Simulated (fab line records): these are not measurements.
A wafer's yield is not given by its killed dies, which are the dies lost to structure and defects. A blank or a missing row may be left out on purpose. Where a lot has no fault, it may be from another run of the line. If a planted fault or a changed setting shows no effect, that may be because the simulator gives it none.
Matching of chambers ; flow n5-finfet ; N5_HKMG_FIN_ALD_74 on ald-hk-02 has 4 sister chambers
The step deposits La2O3, target thk 0.5 nm, pulse time 6 s, co reactant pulse time 1 s. 4 wafers are shown with their chamber, then 12 later ones without.

## WAFERS WITH THEIR CHAMBER
wafer;chamber;heater-power-w (W)
L082.6;3;375
L089.1;1;409
L089.3;2;314
L089.6;0;306

## WAFERS WITHOUT THEIR CHAMBER
wafer;heater-power-w (W)
L090.1;310
L090.3;306
L090.5;309
L093.1;404
L093.2;369
L093.4;309
L094.2;396
L094.4;306
L094.6;408
L097.3;365
L097.4;406
L097.5;307

## WHICH CHAMBER EACH WENT THROUGH
wafer;from the rows above;in truth
L090.1;can't be placed: 0 or 2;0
L090.3;can't be placed: 0 or 2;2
L090.5;can't be placed: 0 or 2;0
L093.1;1;1
L093.2;3;3
L093.4;can't be placed: 0 or 2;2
L094.2;can't be placed: 1 or 3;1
L094.4;can't be placed: 0 or 2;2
L094.6;1;1
L097.3;3;3
L097.4;1;1
L097.5;can't be placed: 0 or 2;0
Placed correctly: 5 of 12. Can't be placed from these rows: 7 (the true chamber is among the candidates in 7). Number placed wrongly: 0.
How it was worked out, from the rows above alone: a wafer's distance from a chamber is the root of the sum, over the readings, of the square of ((its reading less the chamber's mean) divided by the reading's scatter). The wafer belongs to the nearest chamber; if the next one is less than 2 further off, it can't be placed. The mean given for a chamber averages the wafers shown for that chamber. The scatter: with one shown wafer a chamber, the root of the mean of the squares of how far each hidden wafer lies from its nearest shown one.
